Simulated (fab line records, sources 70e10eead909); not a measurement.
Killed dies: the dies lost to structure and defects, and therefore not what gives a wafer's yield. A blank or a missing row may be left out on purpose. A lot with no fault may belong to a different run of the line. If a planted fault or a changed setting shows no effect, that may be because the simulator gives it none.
Matching of chambers | flow nandHarc | rieDiel-09 running NHARC_A_CONTACT_DESCUM_74: 4 sister chambers
The step chemistry O2, time 3 s. 24 wafers are shown with their chamber, then 12 later ones without.

## WAFERS, EACH WITH ITS CHAMBER
wafer  | chamber | drypumpMotorCurrentA (A) | showerheadPlenumPTorr (Torr) | rfVppV (V)
L077.3 | 3       | 5.7                      | 1.77                         | 56.8
L077.4 | 0       | 6.4                      | 1.81                         | 56.6
L077.5 | 1       | 5.6                      | 2.01                         | 57.6
L080.1 | 0       | 6.4                      | 1.81                         | 57.9
L080.4 | 3       | 5.7                      | 1.77                         | 55.9
L080.5 | 0       | 6.4                      | 1.81                         | 57.8
L082.2 | 0       | 6.4                      | 1.81                         | 55.6
L082.5 | 2       | 6.3                      | 1.94                         | 57.6
L082.6 | 1       | 5.6                      | 2.01                         | 55.5
L085.1 | 1       | 5.6                      | 2.01                         | 57.5
L085.4 | 0       | 6.4                      | 1.81                         | 57.3
L085.5 | 3       | 5.7                      | 1.77                         | 58.7
L084.3 | 1       | 5.6                      | 2.01                         | 59.0
L084.4 | 1       | 5.6                      | 2.01                         | 59.3
L084.5 | 3       | 5.7                      | 1.77                         | 59.2
L086.2 | 2       | 6.3                      | 1.93                         | 56.5
L086.3 | 3       | 5.7                      | 1.76                         | 57.7
L086.4 | 1       | 5.6                      | 2.01                         | 58.3
L087.2 | 3       | 5.6                      | 1.76                         | 56.8
L087.3 | 0       | 6.4                      | 1.81                         | 57.5
L087.4 | 1       | 5.6                      | 2.01                         | 59.3
L091.2 | 1       | 5.6                      | 2.00                         | 58.8
L091.3 | 3       | 5.7                      | 1.76                         | 57.6
L091.5 | 1       | 5.6                      | 2.00                         | 57.8

SIGNATURES, as means of the wafers listed above
reading               | chamber 0 | chamber 1 | chamber 2 | chamber 3 | scatter within a chamber
drypumpMotorCurrentA  | 6.400     | 5.600     | 6.300     | 5.686     | 0.0207
showerheadPlenumPTorr | 1.8100    | 2.0078    | 1.9350    | 1.7657    | 0.00434
rfVppV                | 57.117    | 58.122    | 57.050    | 57.529    | 1.1
Rule: for a wafer and a chamber, the distance is found by dividing, reading by reading, the gap between the wafer's reading and the chamber's mean by the reading's scatter, squaring, summing and taking the root. The wafer belongs to the nearest chamber; if the next one is less than 2 further off, it can't be placed. How the scatter is found: for the shown wafers, subtract from each reading the mean of its chamber, square and add these, divide the total by (wafers less chambers), then take the root.

## WAFERS WITH NO CHAMBER GIVEN
wafer  | drypumpMotorCurrentA (A) | showerheadPlenumPTorr (Torr) | rfVppV (V)
L092.3 | 6.4                      | 1.80                         | 58.0
L092.4 | 5.6                      | 2.00                         | 57.5
L092.5 | 6.4                      | 1.80                         | 56.5
L093.1 | 6.4                      | 1.80                         | 58.4
L093.2 | 6.3                      | 1.93                         | 57.5
L093.3 | 5.6                      | 2.00                         | 57.0
L095.3 | 5.7                      | 2.07                         | 58.7
L095.5 | 6.4                      | 1.93                         | 57.2
L095.6 | 5.6                      | 2.00                         | 57.6
L097.3 | 6.4                      | 1.80                         | 57.0
L097.5 | 5.7                      | 2.07                         | 59.6
L097.6 | 6.4                      | 1.80                         | 56.0

## CHAMBER TAKEN BY EACH
wafer  | from the rows above | in truth
L092.3 | 0                   | 0
L092.4 | 1                   | 1
L092.5 | 0                   | 0
L093.1 | 0                   | 0
L093.2 | 2                   | 2
L093.3 | 1                   | 1
L095.3 | 1                   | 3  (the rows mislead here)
L095.5 | 2                   | 2
L095.6 | 1                   | 1
L097.3 | 0                   | 0
L097.5 | 1                   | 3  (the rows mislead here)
L097.6 | 0                   | 0
Correctly placed: 10 of 12. Can't be placed from these rows: 0. Wrongly placed: 2.
